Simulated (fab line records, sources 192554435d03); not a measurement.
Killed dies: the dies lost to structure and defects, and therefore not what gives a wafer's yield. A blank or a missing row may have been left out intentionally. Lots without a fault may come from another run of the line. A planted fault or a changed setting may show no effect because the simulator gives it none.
Matching of chambers / flow n5Finfet / pecvd-01 running N5_BEOL_M5_PECVD_70: 3 sister chambers
The step deposits SiO2 from TEOS/O2, target thk 16 nm, time 18 s. 16 wafers are shown with their chamber, then 8 later ones without.

== WAFERS WITH THEIR CHAMBER ==
wafer=L079.1; chamber=2; throttleValvePct (%)=21.9; heaterPowerW (W)=656; showerheadPlenumPTorr (Torr)=8.76
wafer=L079.4; chamber=2; throttleValvePct (%)=21.8; heaterPowerW (W)=679; showerheadPlenumPTorr (Torr)=8.77
wafer=L079.6; chamber=0; throttleValvePct (%)=22.4; heaterPowerW (W)=677; showerheadPlenumPTorr (Torr)=8.73
wafer=L081.1; chamber=1; throttleValvePct (%)=20.2; heaterPowerW (W)=861; showerheadPlenumPTorr (Torr)=8.77
wafer=L081.2; chamber=2; throttleValvePct (%)=21.9; heaterPowerW (W)=616; showerheadPlenumPTorr (Torr)=8.75
wafer=L081.6; chamber=1; throttleValvePct (%)=19.9; heaterPowerW (W)=894; showerheadPlenumPTorr (Torr)=8.78
wafer=L084.1; chamber=1; throttleValvePct (%)=20.2; heaterPowerW (W)=823; showerheadPlenumPTorr (Torr)=8.79
wafer=L084.3; chamber=0; throttleValvePct (%)=22.4; heaterPowerW (W)=717; showerheadPlenumPTorr (Torr)=8.73
wafer=L084.4; chamber=1; throttleValvePct (%)=19.9; heaterPowerW (W)=863; showerheadPlenumPTorr (Torr)=8.77
wafer=L085.1; chamber=0; throttleValvePct (%)=22.4; heaterPowerW (W)=768; showerheadPlenumPTorr (Torr)=8.74
wafer=L085.4; chamber=2; throttleValvePct (%)=21.9; heaterPowerW (W)=677; showerheadPlenumPTorr (Torr)=8.76
wafer=L085.6; chamber=1; throttleValvePct (%)=20.0; heaterPowerW (W)=739; showerheadPlenumPTorr (Torr)=8.80
wafer=L091.2; chamber=1; throttleValvePct (%)=20.3; heaterPowerW (W)=841; showerheadPlenumPTorr (Torr)=8.80
wafer=L091.5; chamber=1; throttleValvePct (%)=19.9; heaterPowerW (W)=851; showerheadPlenumPTorr (Torr)=8.76
wafer=L091.6; chamber=0; throttleValvePct (%)=22.4; heaterPowerW (W)=733; showerheadPlenumPTorr (Torr)=8.75
wafer=L093.2; chamber=0; throttleValvePct (%)=22.4; heaterPowerW (W)=737; showerheadPlenumPTorr (Torr)=8.76

SIGNATURES, as means of the wafers listed above
reading=throttleValvePct; chamber 0=22.400; chamber 1=20.057; chamber 2=21.875; scatter within a chamber=0.119
reading=heaterPowerW; chamber 0=726.40; chamber 1=838.86; chamber 2=657.00; scatter within a chamber=40.6
reading=showerheadPlenumPTorr; chamber 0=8.7420; chamber 1=8.7814; chamber 2=8.7600; scatter within a chamber=0.0135
Rule: for a wafer and a chamber, the distance is found by dividing, reading by reading, the gap between the wafer's reading and the chamber's mean by the reading's scatter, squaring, summing and taking the root. The wafer belongs to the nearest chamber; if the next one is less than 2 further off, it can't be placed. The scatter: the root of (the sum of the squares of (reading less its chamber's mean) over the shown wafers, divided by (wafers less chambers)).

== WAFERS WITHOUT THEIR CHAMBER ==
wafer=L093.4; throttleValvePct (%)=22.3; heaterPowerW (W)=752; showerheadPlenumPTorr (Torr)=8.76
wafer=L093.6; throttleValvePct (%)=20.0; heaterPowerW (W)=870; showerheadPlenumPTorr (Torr)=8.79
wafer=L094.1; throttleValvePct (%)=20.1; heaterPowerW (W)=837; showerheadPlenumPTorr (Torr)=8.79
wafer=L094.3; throttleValvePct (%)=22.3; heaterPowerW (W)=801; showerheadPlenumPTorr (Torr)=8.74
wafer=L094.4; throttleValvePct (%)=22.0; heaterPowerW (W)=697; showerheadPlenumPTorr (Torr)=8.79
wafer=L096.2; throttleValvePct (%)=22.5; heaterPowerW (W)=777; showerheadPlenumPTorr (Torr)=8.74
wafer=L096.5; throttleValvePct (%)=22.0; heaterPowerW (W)=719; showerheadPlenumPTorr (Torr)=8.74
wafer=L096.6; throttleValvePct (%)=20.2; heaterPowerW (W)=809; showerheadPlenumPTorr (Torr)=8.78

== THE CHAMBER EACH PASSED THROUGH ==
wafer=L093.4; from the rows above=0; in truth=0
wafer=L093.6; from the rows above=1; in truth=1
wafer=L094.1; from the rows above=1; in truth=1
wafer=L094.3; from the rows above=0; in truth=0
wafer=L094.4; from the rows above=2; in truth=2
wafer=L096.2; from the rows above=0; in truth=0
wafer=L096.5; from the rows above=can't be placed: 2 or 0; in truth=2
wafer=L096.6; from the rows above=1; in truth=1
Correct placement for 7 of the 8. From these rows, 1 cannot be placed; in 1 the true chamber is one of the candidates. Number placed wrongly: 0.
